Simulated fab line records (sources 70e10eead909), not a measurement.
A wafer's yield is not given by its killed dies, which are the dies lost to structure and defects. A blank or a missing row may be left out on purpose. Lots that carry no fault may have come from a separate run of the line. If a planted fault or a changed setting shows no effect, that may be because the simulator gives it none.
Code-filled problem report in 8D (eight disciplines) form ; flow nandHarc ; the parts of the form that need people (team, actions taken, sign-off) are left out

1. THE ISSUE
At NHARC_END_SORT_01, killedAtPeriphery averages 620 over 4 wafers from 3 lots, while fault-free wafers read 4, standard deviation 3.2. That is +99 or more standard deviations from the usual mean.
The first sign was on wafer L496.2 at day 31 01:24, on prober-02. The record holds 8 wafers of 3 lots with a number at this step. The rule behind "out" and "out of limits": a value lying over 4 standard deviations away from the usual mean. The rest of the wafers with a number are treated as sound.

2. WHAT IT IS AND WHAT IT IS NOT
question;is;is not
which readings at this step;killedAtPeriphery, killedDies;killedAtArray, killedOpen
which lots;L495, L496, L497;-
which wafers of those lots;L495.2, L495.6, L496.2, L497.6;L495.4, L496.3, L496.4, L497.3
read on which gauges;prober-01, prober-02;-
when;from day 31 01:24;"up to then (0 sound wafers); but 4 sound wafers of L495, L496, L497 came after"

3. WHAT RULES OUT EACH SUSPECT
Counting: a tool at a process step up to the reading stays a suspect if it ran every lot that is out. Sound lots after the first of them don't rule it out here, since some wafers of a struck lot are sound.
- ruled out: the gauge at NHARC_END_SORT_01. The wafers that are out were read on 2 gauges (prober-01, prober-02).
- lithoTrack-02 at NHARC_P_GATE_DEVELOP_45 (time 70 s): kept. It ran every lot that is out, first L495 (day 12 10:00).
The count leaves lithoTrack-02 at NHARC_P_GATE_DEVELOP_45.

4. THE CAUSE (what the simulator had put in)
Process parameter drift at NHARC_P_GATE_DEVELOP_45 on lithoTrack-02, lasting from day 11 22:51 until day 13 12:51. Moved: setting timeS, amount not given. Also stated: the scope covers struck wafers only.
After counting, this tool was the only one left.

5. SEQUENCE OF EFFECTS, ordered by route
Each row: a reading where the mean over the struck wafers with a number is more than 3 standard deviations away from the usual. Only readings for which the record gives a usual standard deviation are gone through. hours: the time from each lot's start at the first step in this table that gives one to its start at this step, as a median over the lots. sigmas: the change in usual standard deviations.
hours;step;reading;usual;on struck wafers;change;sigmas
0;NHARC_END_SORT_01;killedAtPeriphery;4;620;+616;+99 or more
0;NHARC_END_SORT_01;killedDies;59;677;+618;+28

6. HOW IT WOULD HAVE BEEN CAUGHT EARLIER
459 hours passed between the start of the fault at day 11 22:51 and the first reading out of limits at a measuring or inspecting step in this record, taken at day 31 01:24.
By day 31 01:24, every lot that is out (3) had started NHARC_P_GATE_DEVELOP_45 on lithoTrack-02. Holding the tool at that point would not have protected any of them.
